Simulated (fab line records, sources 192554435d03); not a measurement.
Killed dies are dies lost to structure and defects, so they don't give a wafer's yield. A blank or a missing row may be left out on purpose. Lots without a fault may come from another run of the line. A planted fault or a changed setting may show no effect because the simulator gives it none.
Which tool did it? | flow n5_finfet | 24 lots, 72 wafers sampled, at 6 steps of a route of 1938

WHAT THE GAUGES READ, wafer by wafer
N5_BEOL_M8_INSPECT_58: inspects for defects (darkfield). Usual: raw_defect_count 67, standard deviation 24.
lot  | measured     | on                | raw_defect_count | flag
L074 | day 9 07:13  | defect_inspect-02 | 50 42 47         |
L076 | day 9 23:25  | defect_inspect-01 | 49 30 32         |
L075 | day 10 05:02 | defect_inspect-02 | 68 45 52         |
L077 | day 10 22:37 | defect_inspect-01 | 71 56 67         |
L078 | day 11 06:52 | defect_inspect-02 | 72 47 52         |
L080 | day 11 10:47 | defect_inspect-02 | 50 51 75         |
L079 | day 11 11:20 | defect_inspect-02 | 42 80 109        |
L081 | day 12 06:33 | defect_inspect-02 | 100 136 72       |
L083 | day 12 06:49 | defect_inspect-01 | 96 72 76         |
L084 | day 12 12:19 | defect_inspect-02 | 64 62 53         |
L085 | day 12 21:03 | defect_inspect-02 | 73 84 92         |
L082 | day 12 21:32 | defect_inspect-02 | 32 28 57         |
L086 | day 13 11:02 | defect_inspect-02 | 137 100 101      |
L087 | day 13 15:02 | defect_inspect-02 | 80 61 51         |
L088 | day 14 01:12 | defect_inspect-01 | 67 58 70         |
L089 | day 14 10:43 | defect_inspect-01 | 126 138 113      |
L091 | day 14 12:16 | defect_inspect-02 | 67 64 83         |
L090 | day 14 12:32 | defect_inspect-02 | 127 110 44       |
L093 | day 14 12:56 | defect_inspect-01 | 51 59 55         |
L096 | day 14 18:14 | defect_inspect-02 | 74 41 72         |
L094 | day 14 18:21 | defect_inspect-02 | 53 65 36         |
L092 | day 14 18:54 | defect_inspect-02 | 61 61 58         |
L095 | day 15 12:46 | defect_inspect-01 | 85 48 28         |
L097 | day 16 08:11 | defect_inspect-02 | 60 28 49         |

WHICH TOOL RAN EACH LOT (tool, then ch and the chambers of the sampled wafers, then the start)
lot  | N5_BEOL_M8_VIA_ETCH_34             | N5_BEOL_M8_PRE_CLEAN_45      | N5_BEOL_M8_SPUTTER_48        | N5_BEOL_M8_ANNEAL_51             | N5_BEOL_M8_CMP_52
L074 | rie_diel-02 ch 1,2,3, day 9 04:20  | pvd_sputter-03, day 9 05:29  | pvd_sputter-03, day 9 06:02  | rtp_anneal-02 ch 0, day 9 06:36  | cmp-03 ch 0,2,3, day 9 06:50
L076 | rie_diel-01 ch 0,2, day 9 20:49    | pvd_sputter-02, day 9 21:52  | pvd_sputter-03, day 9 22:25  | rtp_anneal-01 ch 0, day 9 22:41  | cmp-02 ch 1,2, day 9 22:56
L075 | rie_diel-01 ch 0,1,2, day 10 02:23 | pvd_sputter-03, day 10 03:14 | pvd_sputter-03, day 10 03:58 | rtp_anneal-02 ch 0, day 10 04:20 | cmp-02 ch 0,1,3, day 10 04:35
L077 | rie_diel-06 ch 0,1,2, day 10 17:48 | pvd_sputter-01, day 10 18:45 | pvd_sputter-02, day 10 21:00 | rtp_anneal-02 ch 0, day 10 21:46 | cmp-01 ch 2,3, day 10 22:10
L078 | rie_diel-02 ch 0,1,2, day 11 03:36 | pvd_sputter-02, day 11 04:28 | pvd_sputter-03, day 11 05:44 | rtp_anneal-01 ch 0, day 11 06:12 | cmp-03 ch 1,2,3, day 11 06:27
L080 | rie_diel-02 ch 0,1,3, day 11 06:38 | pvd_sputter-02, day 11 08:57 | pvd_sputter-02, day 11 09:33 | rtp_anneal-02 ch 0, day 11 09:46 | cmp-03 ch 0,1,2, day 11 10:19
L079 | rie_diel-01 ch 2,3, day 11 07:00   | pvd_sputter-02, day 11 09:07 | pvd_sputter-02, day 11 09:57 | rtp_anneal-02 ch 0, day 11 10:18 | cmp-03 ch 0,3, day 11 10:55
L081 | rie_diel-06 ch 1,2,3, day 12 02:29 | pvd_sputter-03, day 12 04:31 | pvd_sputter-01, day 12 05:35 | rtp_anneal-02 ch 0, day 12 05:50 | cmp-02 ch 0,1,3, day 12 06:08
L083 | rie_diel-02 ch 0,1, day 12 02:59   | pvd_sputter-01, day 12 05:08 | pvd_sputter-01, day 12 05:51 | rtp_anneal-02 ch 0, day 12 06:07 | cmp-01 ch 0,2,3, day 12 06:24
L084 | rie_diel-01 ch 1,2, day 12 09:55   | pvd_sputter-02, day 12 10:49 | pvd_sputter-01, day 12 11:22 | rtp_anneal-01 ch 0, day 12 11:37 | cmp-03 ch 1,2,3, day 12 11:54
L085 | rie_diel-01 ch 0,1,2, day 12 18:04 | pvd_sputter-03, day 12 19:00 | pvd_sputter-01, day 12 19:52 | rtp_anneal-02 ch 0, day 12 20:08 | cmp-02 ch 0,2,3, day 12 20:37
L082 | rie_diel-01 ch 0,2, day 12 18:28   | pvd_sputter-02, day 12 19:16 | pvd_sputter-01, day 12 20:31 | rtp_anneal-01 ch 0, day 12 20:47 | cmp-03 ch 0,2,3, day 12 21:10
L086 | rie_diel-01 ch 0,1, day 13 08:26   | pvd_sputter-03, day 13 09:21 | pvd_sputter-03, day 13 10:04 | rtp_anneal-01 ch 0, day 13 10:24 | cmp-01 ch 1,2,3, day 13 10:39
L087 | rie_diel-02 ch 0,1, day 13 12:22   | pvd_sputter-02, day 13 13:22 | pvd_sputter-03, day 13 14:04 | rtp_anneal-01 ch 0, day 13 14:25 | cmp-02 ch 0,1,2, day 13 14:39
L088 | rie_diel-01 ch 2,3, day 13 22:28   | pvd_sputter-01, day 13 23:19 | pvd_sputter-03, day 14 00:04 | rtp_anneal-02 ch 0, day 14 00:27 | cmp-01 ch 0,2,3, day 14 00:49
L089 | rie_diel-06 ch 0,1,2, day 14 06:38 | pvd_sputter-02, day 14 07:31 | pvd_sputter-01, day 14 09:38 | rtp_anneal-01 ch 0, day 14 09:58 | cmp-02 ch 0,2,3, day 14 10:20
L091 | rie_diel-06 ch 0,2, day 14 09:03   | pvd_sputter-01, day 14 10:28 | pvd_sputter-01, day 14 11:18 | rtp_anneal-02 ch 0, day 14 11:31 | cmp-01 ch 0,1,3, day 14 11:53
L090 | rie_diel-02 ch 0,3, day 14 09:14   | pvd_sputter-01, day 14 10:43 | pvd_sputter-01, day 14 11:32 | rtp_anneal-02 ch 0, day 14 11:50 | cmp-02 ch 0,1,3, day 14 12:05
L093 | rie_diel-01 ch 0,2, day 14 09:16   | pvd_sputter-01, day 14 10:58 | pvd_sputter-01, day 14 11:58 | rtp_anneal-02 ch 0, day 14 12:11 | cmp-03 ch 0,3, day 14 12:28
L096 | rie_diel-06 ch 0,2,3, day 14 15:27 | pvd_sputter-03, day 14 16:17 | pvd_sputter-03, day 14 17:09 | rtp_anneal-01 ch 0, day 14 17:29 | cmp-01 ch 1,2, day 14 17:47
L094 | rie_diel-01 ch 1,3, day 14 15:47   | pvd_sputter-03, day 14 16:38 | pvd_sputter-02, day 14 17:18 | rtp_anneal-02 ch 0, day 14 17:36 | cmp-03 ch 0,1, day 14 17:53
L092 | rie_diel-06 ch 0,2, day 14 16:03   | pvd_sputter-03, day 14 17:16 | pvd_sputter-02, day 14 17:55 | rtp_anneal-02 ch 0, day 14 18:08 | cmp-03 ch 0,1,3, day 14 18:31
L095 | rie_diel-06 ch 0,2,3, day 15 10:04 | pvd_sputter-03, day 15 11:11 | pvd_sputter-02, day 15 11:47 | rtp_anneal-01 ch 0, day 15 12:06 | cmp-03 ch 0,2,3, day 15 12:23
L097 | rie_diel-06 ch 0,1,2, day 16 03:42 | pvd_sputter-01, day 16 05:10 | pvd_sputter-01, day 16 07:13 | rtp_anneal-01 ch 0, day 16 07:29 | cmp-03 ch 0,1,3, day 16 07:46
- N5_BEOL_M8_VIA_ETCH_34: etches SiCOH lowk in C4F6/O2, target depth 125.5 nm, time 50.5 s.
- N5_BEOL_M8_PRE_CLEAN_45: time 30 s.
- N5_BEOL_M8_SPUTTER_48: material Cu, target thk 10 nm, time 1.667 s.
- N5_BEOL_M8_ANNEAL_51: time 90 s.
- N5_BEOL_M8_CMP_52: polishes, stops on SiCOH lowk, t overpolish 6.9 s, target thk 80 nm.

WHAT THE TOOLS THEMSELVES READ (means of the sampled wafers that have a number; where no wafer has one, the mark that the record gives instead)
N5_BEOL_M8_VIA_ETCH_34. Usual: drypump_motor_current_A 5.4 A, standard deviation 0.4; oes_product_au 0.78 a.u., standard deviation 0.093; rf_vpp_V 663 V, standard deviation 14; showerhead_plenum_p_Torr 2.88 Torr, standard deviation 0.067; throttle_valve_pct 20.90 %, standard deviation 0.21.
lot  | tool        | drypump_motor_current_A (A) | oes_product_au (a.u.) | rf_vpp_V (V) | showerhead_plenum_p_Torr (Torr) | throttle_valve_pct (%) | flag
L074 | rie_diel-02 | 5.6                         | 0.72                  | 669          | 2.90                            | 21.01                  |
L076 | rie_diel-01 | 5.1                         | 0.70                  | 664          | 2.87                            | 20.98                  |
L075 | rie_diel-01 | 5.5                         | 0.72                  | 654          | 2.87                            | 20.89                  |
L077 | rie_diel-06 | 5.3                         | 0.73                  | 678          | 2.95                            | 20.93                  |
L078 | rie_diel-02 | 5.5                         | 0.75                  | 670          | 2.95                            | 20.99                  |
L080 | rie_diel-02 | 5.6                         | 0.76                  | 665          | 2.92                            | 20.99                  |
L079 | rie_diel-01 | 5.1                         | 0.70                  | 671          | 2.82                            | 20.96                  |
L081 | rie_diel-06 | 5.4                         | 0.77                  | 668          | 2.89                            | 20.88                  |
L083 | rie_diel-02 | 5.3                         | 0.80                  | 665          | 2.97                            | 20.92                  |
L084 | rie_diel-01 | 5.7                         | 0.74                  | 656          | 2.83                            | 20.89                  |
L085 | rie_diel-01 | 5.5                         | 0.81                  | 654          | 2.87                            | 20.78                  |
L082 | rie_diel-01 | 5.3                         | 0.86                  | 653          | 2.90                            | 20.69                  |
L086 | rie_diel-01 | 6.0                         | 0.82                  | 644          | 2.87                            | 20.70                  |
L087 | rie_diel-02 | 5.4                         | 0.78                  | 665          | 2.96                            | 20.95                  |
L088 | rie_diel-01 | 4.9                         | 0.77                  | 673          | 2.82                            | 20.92                  |
L089 | rie_diel-06 | 5.3                         | 0.71                  | 679          | 2.94                            | 20.96                  |
L091 | rie_diel-06 | 5.1                         | 0.71                  | 676          | 2.95                            | 20.99                  |
L090 | rie_diel-02 | 5.4                         | 0.78                  | 660          | 2.93                            | 20.94                  |
L093 | rie_diel-01 | 5.1                         | 0.77                  | 663          | 2.86                            | 20.89                  |
L096 | rie_diel-06 | 5.3                         | 0.77                  | 664          | 2.89                            | 21.05                  |
L094 | rie_diel-01 | 5.8                         | 0.80                  | 653          | 2.83                            | 20.74                  |
L092 | rie_diel-06 | 5.1                         | 0.72                  | 676          | 2.95                            | 21.11                  |
L095 | rie_diel-06 | 5.3                         | 0.75                  | 666          | 2.89                            | 21.05                  |
L097 | rie_diel-06 | 5.3                         | 0.78                  | 679          | 2.93                            | 20.86                  |

N5_BEOL_M8_PRE_CLEAN_45. Usual: heater_power_w 323 W, standard deviation 31.
lot  | tool           | heater_power_w (W) | flag
L074 | pvd_sputter-03 | 321                |
L076 | pvd_sputter-02 | 310                |
L075 | pvd_sputter-03 | 339                |
L077 | pvd_sputter-01 | 349                |
L078 | pvd_sputter-02 | 326                |
L080 | pvd_sputter-02 | 319                |
L079 | pvd_sputter-02 | 327                |
L081 | pvd_sputter-03 | 350                |
L083 | pvd_sputter-01 | 307                |
L084 | pvd_sputter-02 | 314                |
L085 | pvd_sputter-03 | 285                |
L082 | pvd_sputter-02 | 333                |
L086 | pvd_sputter-03 | 337                |
L087 | pvd_sputter-02 | 325                |
L088 | pvd_sputter-01 | 313                |
L089 | pvd_sputter-02 | 319                |
L091 | pvd_sputter-01 | 303                |
L090 | pvd_sputter-01 | 309                |
L093 | pvd_sputter-01 | 312                |
L096 | pvd_sputter-03 | 320                |
L094 | pvd_sputter-03 | 342                |
L092 | pvd_sputter-03 | 323                |
L095 | pvd_sputter-03 | 342                |
L097 | pvd_sputter-01 | 339                |

N5_BEOL_M8_SPUTTER_48. Usual: throttle_valve_pct 29.6 %, standard deviation 1.
lot  | tool           | throttle_valve_pct (%) | flag
L074 | pvd_sputter-03 | 29.4                   |
L076 | pvd_sputter-03 | 29.2                   |
L075 | pvd_sputter-03 | 29.5                   |
L077 | pvd_sputter-02 | 28.8                   |
L078 | pvd_sputter-03 | 29.2                   |
L080 | pvd_sputter-02 | 29.2                   |
L079 | pvd_sputter-02 | 29.3                   |
L081 | pvd_sputter-01 | 30.2                   |
L083 | pvd_sputter-01 | 30.1                   |
L084 | pvd_sputter-01 | 30.4                   |
L085 | pvd_sputter-01 | 30.4                   |
L082 | pvd_sputter-01 | 29.9                   |
L086 | pvd_sputter-03 | 29.2                   |
L087 | pvd_sputter-03 | 28.9                   |
L088 | pvd_sputter-03 | 28.9                   |
L089 | pvd_sputter-01 | 29.9                   |
L091 | pvd_sputter-01 | 30.5                   |
L090 | pvd_sputter-01 | 29.8                   |
L093 | pvd_sputter-01 | 30.0                   |
L096 | pvd_sputter-03 | 29.3                   |
L094 | pvd_sputter-02 | 29.1                   |
L092 | pvd_sputter-02 | 29.0                   |
L095 | pvd_sputter-02 | 29.6                   |
L097 | pvd_sputter-01 | 30.8                   |

N5_BEOL_M8_ANNEAL_51. Usual: anneal_temp_c_max 226.36, standard deviation 0.28; wafer_temp_C_max 225.83, standard deviation 0.23.
lot  | tool          | anneal_temp_c_max | wafer_temp_C_max | flag
L074 | rtp_anneal-02 | 226.39            | 226.03           |
L076 | rtp_anneal-01 | 226.33            | 225.84           |
L075 | rtp_anneal-02 | 226.00            | 225.39           |
L077 | rtp_anneal-02 | 226.34            | 225.79           |
L078 | rtp_anneal-01 | 225.97            | 225.94           |
L080 | rtp_anneal-02 | 226.73            | 225.71           |
L079 | rtp_anneal-02 | 226.38            | 225.93           |
L081 | rtp_anneal-02 | 226.33            | 225.92           |
L083 | rtp_anneal-02 | 226.62            | 225.65           |
L084 | rtp_anneal-01 | 226.03            | 225.67           |
L085 | rtp_anneal-02 | 226.52            | 225.73           |
L082 | rtp_anneal-01 | 226.17            | 225.97           |
L086 | rtp_anneal-01 | 226.24            | 226.10           |
L087 | rtp_anneal-01 | 226.41            | 225.93           |
L088 | rtp_anneal-02 | 226.52            | 225.77           |
L089 | rtp_anneal-01 | 225.97            | 226.04           |
L091 | rtp_anneal-02 | 226.75            | 225.96           |
L090 | rtp_anneal-02 | 226.33            | 225.94           |
L093 | rtp_anneal-02 | 226.68            | 225.83           |
L096 | rtp_anneal-01 | 226.25            | 225.80           |
L094 | rtp_anneal-02 | 226.34            | 225.89           |
L092 | rtp_anneal-02 | 226.67            | 225.74           |
L095 | rtp_anneal-01 | 226.45            | 225.60           |
L097 | rtp_anneal-01 | 226.29            | 225.75           |

N5_BEOL_M8_CMP_52. Usual: barrier_field_endpoint_s 29.0 s, standard deviation 0.78; motor_current_A 6.1 A, standard deviation 0.8; overpolish_run_s 6.899 s, standard deviation 0.0082; slurry_filter_dp_kPa 13.49 kPa, standard deviation 0.15; time_to_endpoint_s 63 s, standard deviation 3.6.
lot  | tool   | barrier_field_endpoint_s (s) | motor_current_A (A) | overpolish_run_s (s) | slurry_filter_dp_kPa (kPa) | time_to_endpoint_s (s) | flag
L074 | cmp-03 | 28.0                         | 6.3                 | 6.900                | 13.48                      | 58                     |
L076 | cmp-02 | 29.6                         | 5.6                 | 6.894                | 13.61                      | 65                     |
L075 | cmp-02 | 29.5                         | 6.3                 | 6.906                | 13.34                      | 67                     |
L077 | cmp-01 | 27.8                         | 6.1                 | 6.904                | 13.64                      | 58                     |
L078 | cmp-03 | 28.8                         | 6.2                 | 6.901                | 13.42                      | 61                     |
L080 | cmp-03 | 29.4                         | 6.8                 | 6.900                | 13.46                      | 63                     |
L079 | cmp-03 | 29.9                         | 5.5                 | 6.893                | 13.60                      | 65                     |
L081 | cmp-02 | 29.6                         | 6.4                 | 6.891                | 13.46                      | 66                     |
L083 | cmp-01 | 28.8                         | 5.6                 | 6.896                | 13.63                      | 61                     |
L084 | cmp-03 | 28.3                         | 6.0                 | 6.890                | 13.42                      | 57                     |
L085 | cmp-02 | 29.4                         | 6.5                 | 6.905                | 13.47                      | 66                     |
L082 | cmp-03 | 29.6                         | 6.3                 | 6.902                | 13.38                      | 64                     |
L086 | cmp-01 | 28.2                         | 5.8                 | 6.899                | 13.42                      | 58                     |
L087 | cmp-02 | 29.7                         | 5.6                 | 6.890                | 13.43                      | 64                     |
L088 | cmp-01 | 28.2                         | 5.8                 | 6.901                | 13.63                      | 61                     |
L089 | cmp-02 | 30.0                         | 6.3                 | 6.888                | 13.42                      | 67                     |
L091 | cmp-01 | 29.1                         | 5.4                 | 6.894                | 13.53                      | 59                     |
L090 | cmp-02 | 29.3                         | 6.3                 | 6.902                | 13.49                      | 66                     |
L093 | cmp-03 | 29.7                         | 6.3                 | 6.899                | 13.57                      | 66                     |
L096 | cmp-01 | 28.6                         | 5.7                 | 6.900                | 13.44                      | 62                     |
L094 | cmp-03 | 29.5                         | 6.4                 | 6.900                | 13.43                      | 66                     |
L092 | cmp-03 | 29.3                         | 6.1                 | 6.900                | 13.46                      | 65                     |
L095 | cmp-03 | 28.4                         | 6.4                 | 6.904                | 13.55                      | 64                     |
L097 | cmp-03 | 29.3                         | 6.1                 | 6.896                | 13.39                      | 65                     |

THE ANSWER, worked out from the rows above alone
Rule: a lot is off if the mean of its wafers that have a number lies more than 3 standard deviations from the usual mean. A lot without any number at a reading at which 4 lots or more have one is off too. The other lots that the step has rows for count as sound. The gauges are gone through in route order, then the tools' own readings, and for those a lot's mean is taken as printed above. The first step at which some lot is off is used, and at that step the reading that is off furthest; a lot without a number counts as furthest.
No lot is off at any reading shown: from this, nothing can be told.

WHAT THE SIMULATOR HAD PUT IN
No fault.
